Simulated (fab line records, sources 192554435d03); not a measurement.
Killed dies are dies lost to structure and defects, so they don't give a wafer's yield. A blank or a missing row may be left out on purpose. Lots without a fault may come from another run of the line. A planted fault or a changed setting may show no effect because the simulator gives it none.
A struck lot beside a sound one | flow n5_finfet | 16 steps out of a route of 1938
Sound: wafers L306.1, L306.2, L306.5. Struck: wafers L313.1, L313.4, L313.5. The cause comes at the end.
At each step with rows: each side's tool, then ch and its chambers, then its first start. Under that, the readings that differ: sound wafers | struck wafers | difference of the means | sigmas: that difference in standard deviations of wafers without a fault.
alike: readings whose means differ by less than 2 such deviations, and words and numbers that are the same on both sides. not compared: withheld readings, readings that some wafer has no value for, bounds like >300 that may hide the same value, and numbers for which the record gives no deviation and whose values overlap.
The two part at a step that has a row with sigmas, a row that says differs or no value, or rows on one side only. Numbers that don't overlap but have no deviation are shown without sigmas and don't part them. A reading that every wafer of one side lacks parts them only if that side has two wafers or more.

N5_MOL_CONTACT_COAG_ETCH_48: etches SiOC in C4F6/O2, target depth 15 nm, overetch 4.5 nm, time 17 s.
  sound on rie_diel-05 ch 0,1,2, day 5 07:29; struck on rie_diel-05 ch 1,2,3, day 7 03:32
  alike: C4F6_flow_sccm, drypump_motor_current_A, oes_product_au, rf_fwd_power_W, rf_vpp_V, showerhead_plenum_p_Torr, throttle_valve_pct
  not compared: rf_hours_counter_h
N5_MOL_CONTACT_COAG_STRIP_72: strips in N2/H2.
  sound on rie_diel-05 ch 0,1,2, day 5 07:32; struck on rie_diel-05 ch 1,2,3, day 7 03:35
  alike: drypump_motor_current_A, oes_product_au, rf_vpp_V, showerhead_plenum_p_Torr, throttle_valve_pct
  not compared: rf_hours_counter_h
N5_MOL_CONTACT_COAG_STRIP_49: strips in N2/H2, time 30 s.
  sound on plasma_asher-02 ch 0,1, day 5 07:37; struck on plasma_asher-02 ch 0,1, day 7 03:40
  alike: drypump_motor_current_A, heater_power_w
  not compared: rf_hours_counter_h
then, 2 steps without rows for these wafers: N5_MOL_CONTACT_COAG_PRECLEAN_138 (cleans in alkaline clean, time 60 s); N5_MOL_CONTACT_COAG_SRD_139 (time 30 s).
N5_MOL_CONTACT_COAG_CD_MEAS_101: target cd 16 nm.
  sound on cd_sem-01, day 5 07:46; struck on cd_sem-01, day 7 03:49
  alike: cd_nm
then, 1 step without rows for these wafers: N5_MOL_CONTACT_COAG_PRE_CLEAN_121.
N5_MOL_CONTACT_COAG_CVD_140: deposits W, target thk 66.5 nm, time 215 s.
  sound on cvd_w-02 ch 0,1, day 5 07:54; struck on cvd_w-01 ch 0,1, day 7 03:57
  alike: heater_power_w
then, 2 steps without rows for these wafers: N5_MOL_CONTACT_COAG_PRECLEAN_127 (cleans in DIW, time 57.5 s); N5_MOL_CONTACT_COAG_SRD_128 (dry time 32 s).
N5_MOL_CONTACT_COAG_CMP_52: polishes, stops on SiO2, t overpolish 1.5 s, target thk 66.5 nm.
  sound on cmp-04 ch 0,2, day 5 08:16; struck on cmp-04 ch 0,1, day 7 04:20
  alike: motor_current_A, overpolish_run_s, time_to_endpoint_s
N5_MOL_CONTACT_COAG_THK_MEAS_53:
  sound on film_metro-02, day 5 08:31; struck on film_metro-02, day 7 04:35
  alike: VIA_MOL_THK
N5_MOL_CONTACT_COAG_ANNEAL_112: time 1800 s.
  sound on hp_anneal-01 ch 0, day 5 08:33; struck on hp_anneal-01 ch 0, day 7 04:37
  reading                   | sound             | struck            | difference | sigmas
  spike_tc_bottom_C (C)     | 421.8 422.5 421.5 | 411.8 413.8 412.8 | -9.1       | -10
  spike_tc_centre_C (C)     | 400.4 401.8 402.8 | 391.5 391.9 391.7 | -10.0      | -9
  spike_tc_lower_C (C)      | 399.6 399.8 399.0 | 389.9 388.8 389.5 | -10.1      | -10
  spike_tc_top_C (C)        | 421.7 422.5 421.4 | 412.9 412.7 412.0 | -9.3       | -8
  spike_tc_upper_C (C)      | 398.8 400.0 398.8 | 388.0 389.0 389.6 | -10.3      | -10
  wafer_temp_C_max          | 401.9 402.2 401.4 | 391.9 392.2 391.6 | -9.9       | -31
  zone_power_bottom_pct (%) | 14.03 14.14 13.85 | 13.60 13.37 13.62 | -0.48      | -3
  zone_power_centre_pct (%) | 8.46 8.37 8.34    | 8.06 8.22 8.17    | -0.24      | -3
  zone_power_lower_pct (%)  | 9.42 9.36 9.47    | 8.98 9.28 9.12    | -0.29      | -3
  zone_power_top_pct (%)    | 21.21 21.33 21.29 | 20.84 20.62 20.53 | -0.61      | -3
  zone_power_upper_pct (%)  | 8.68 8.84 8.95    | 8.46 8.37 8.52    | -0.37      | -4
N5_MOL_CONTACT_COAG_INSPECT_97: inspects for defects (darkfield).
  sound on defect_inspect-01, day 5 11:34; struck on defect_inspect-01, day 7 07:38
  alike: raw_defect_count
-- the record jumps here: 2 days lie between the struck wafers' starts before and after (it left off in module MOL_CONTACT_COAG and takes up again in module BEOL_M4, whose first step shown is number 1111 of the route) --
N5_BEOL_M4_RC_MEAS_101:
  sound on prober-01 ch 0, day 7 19:44; struck on prober-02 ch 0, day 9 18:12
  alike: DIBL_N, DIBL_P, IOFF_N, IOFF_P, ION_N, ION_P, SS_N, SS_P, VT_N, VT_P
then, 1 step without rows for these wafers: N5_PASSIVATION_PROBE_49.

WHERE THEY PART
Only at N5_MOL_CONTACT_COAG_ANNEAL_112, within this record. Later steps at which nothing parts them and some readings are alike: N5_MOL_CONTACT_COAG_INSPECT_97, N5_BEOL_M4_RC_MEAS_101.

WHY: what the simulator had put in
Process parameter drift: hp_anneal-01, from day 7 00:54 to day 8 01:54, at N5_MOL_CONTACT_COAG_ANNEAL_112. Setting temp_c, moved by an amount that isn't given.
